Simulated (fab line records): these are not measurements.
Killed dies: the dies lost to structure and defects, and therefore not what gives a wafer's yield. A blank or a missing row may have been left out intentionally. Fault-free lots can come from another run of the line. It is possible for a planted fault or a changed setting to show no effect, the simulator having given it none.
Comparing a struck lot with a sound one :: flow n5-finfet :: 39 steps out of a route of 1938
Sound: wafers L539.3, L539.5, L539.6. Wafers struck: L528.1, L528.2, L528.5. The cause is given at the end.
Per side, at each step with rows, come the tool, then ch with its chambers, and then its first start. Under that, the readings that differ: sound wafers :: struck wafers :: difference of the means :: sigmas: that difference in standard deviations of wafers without a fault.
alike: readings with means less than 2 such deviations apart, plus words and numbers identical on both sides. not compared: withheld readings, readings lacking a value on some wafer, bounds such as >300 that could conceal the same value, and numbers that have no deviation in the record and whose values overlap.
Wherever a step has rows on one side only, a row that says differs or no value, or a row with sigmas, the two part there. Numbers that have no deviation but don't overlap get no sigmas and don't part them. A reading missing from all wafers of one side parts the sides only when that side holds two or more wafers.

first, 9 steps without rows for these wafers: N5_MOL_CONTACT_COAG_SPUTTER_130 (material Co, target thk 47.5 nm); N5_MOL_CONTACT_COAG_PRECLEAN_125 (cleans in DIW, time 57.5 s); N5_MOL_CONTACT_COAG_SRD_126 (dry time 32 s); N5_MOL_CONTACT_COAG_CMP_23 (polishes, stops on SiO2, t overpolish 1.5 s, target thk 0 nm); N5_MOL_CONTACT_COAG_WET_ETCH_26 (target Co, target depth 13 nm); N5_MOL_CONTACT_COAG_WET_ETCH_116 (etches the open film in SC1-inhibited, target depth 4.6 nm, rinse time 30 s); N5_MOL_CONTACT_COAG_ALD_27 (deposits SiOC, target thk 17 nm, pulse time 1.5 s, time 2720 s); N5_MOL_CONTACT_COAG_CMP_28 (polishes, stops on SiNx, t overpolish 0.85 s, target thk 14.522 nm); N5_MOL_CONTACT_COAG_ALD_123 (deposits SiNx, target thk 5 nm, pulse time 1 s, purge time 2 s).
N5_MOL_CONTACT_COAG_PECVD_31: deposits SiO2 from TEOS/O2, target thk 46 nm, time 8.9 s.
  sound on pecvd-01 ch 0,2, day 10 12:56; struck on pecvd-02 ch 0,1, day 7 23:26
reading: chamber-pressure-Torr (Torr)
sound: 6.482 6.501 6.528
struck: - - -
difference: no value on the struck wafers
sigmas: 
  not compared: since-wet-clean-h
then, 19 steps without rows for these wafers: N5_MOL_CONTACT_COAG_COAT_75 (time 60 s, resist thk 60 nm); N5_MOL_CONTACT_COAG_COAT_76 (time 60 s, resist thk 10 nm); N5_MOL_CONTACT_COAG_COAT_77 (time 60 s, resist thk 10 nm); N5_MOL_CONTACT_COAG_COAT_78 (resist thk 40 nm); N5_MOL_CONTACT_COAG_EBR_80; N5_MOL_CONTACT_COAG_SOFTBAKE_79 (time 60 s); N5_MOL_CONTACT_COAG_EXPOSE_81 (exposes mask VG, defocus 0 nm); N5_MOL_CONTACT_COAG_PEB_82 (peb time 60 s); N5_MOL_CONTACT_COAG_DEVELOP_83 (develop time 30 s); N5_MOL_CONTACT_COAG_DESCUM_88 (chemistry O2, time 7 s); N5_MOL_CONTACT_COAG_ETCH_89 (etches underlayer in N2/H2, target depth 13 nm, time 10.4 s); N5_MOL_CONTACT_COAG_ETCH_90 (etches SiARC in CF4, target depth 13 nm, time 21.7 s); N5_MOL_CONTACT_COAG_ALD_131 (deposits SiO2, target thk 5 nm, pulse time 1 s, co reactant pulse time 1 s); N5_MOL_CONTACT_COAG_ETCHBACK_132 (etches SiO2 in CHF3, target depth 10 nm, time 6.7 s); N5_MOL_CONTACT_COAG_ETCH_91 (etches SOC in N2/H2, target depth 60 nm, overetch 21 nm, time 101.2 s); N5_MOL_CONTACT_COAG_STRIP_92 (strips in N2/H2); N5_MOL_CONTACT_COAG_STRIP_93 (strips in N2/H2); N5_MOL_CONTACT_COAG_ETCHBACK_135 (etches SiO2 in CHF3, target depth 25 nm, time 16.7 s); N5_MOL_CONTACT_COAG_STRIP_118 (strips in CHF3).
N5_MOL_CONTACT_COAG_VIA_ETCH_46: etches SiO2 in C4F6/O2, target depth 46 nm, overetch 9.2 nm, time 40 s.
  sound on rie-diel-06 ch 2,3, day 10 14:20; struck on rie-diel-04 ch 0,2,3, day 8 00:40
  alike: bias-w, drypump-motor-current-A, mfc-ar-sccm, oes-product-au, rf-fwd-power-W, rf-vpp-V, showerhead-plenum-p-Torr, throttle-valve-pct
  not compared: rf-hours-counter-h, model.etch.depth-nm
then, 5 steps without rows for these wafers: N5_MOL_CONTACT_COAG_STRIP_96 (strips in N2/H2); N5_MOL_CONTACT_COAG_ETCH_47 (etches SiNx in CH3F/O2, stops on W, target depth 27 nm); N5_MOL_CONTACT_COAG_STRIP_119 (strips in N2/H2, time 30 s); N5_MOL_CONTACT_COAG_PRECLEAN_144 (cleans in alkaline clean, time 60 s); N5_MOL_CONTACT_COAG_SRD_145 (time 30 s).
N5_MOL_CONTACT_COAG_CD_MEAS_137: the cd target is 16 nm.
  struck on cd-sem-01, day 8 01:01; sound on cd-sem-03, day 10 14:40
reading: cd-nm (nm)
sound: 15.9 16.3 16.3
struck: - - -
difference: no value on the struck wafers
sigmas: 
N5_MOL_CONTACT_COAG_INSPECT_42: inspects for defects (brightfield).
  struck on defect-inspect-01, day 8 01:32; sound on defect-inspect-02, day 10 15:04
reading: raw-defect-count
sound: 211 184 182
struck: 1900 1907 1939
difference: +1723
sigmas: +33
N5_BEOL_M4_RC_MEAS_101:
  the record has rows for the sound wafers here (prober-02 ch 0, day 14 22:01) and none for the struck ones
-- the record jumps here: 10 days lie between the struck wafers' starts before and after (it left off in module BEOL_M4 and takes up again in module PASSIVATION, whose first step shown is number 1936 of the route) --
N5_PASSIVATION_PROBE_49:
  rows exist in the record for the struck wafers here (prober-01, day 17 15:34), but not for the sound ones

## WHERE THEY PART
At N5_MOL_CONTACT_COAG_PECVD_31 first; at N5_PASSIVATION_PROBE_49 last (within this record only).

WHY: what the simulator had put in
Entire step skipped (pecvd-02, N5_MOL_CONTACT_COAG_PECVD_31), from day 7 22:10 onward. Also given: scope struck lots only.
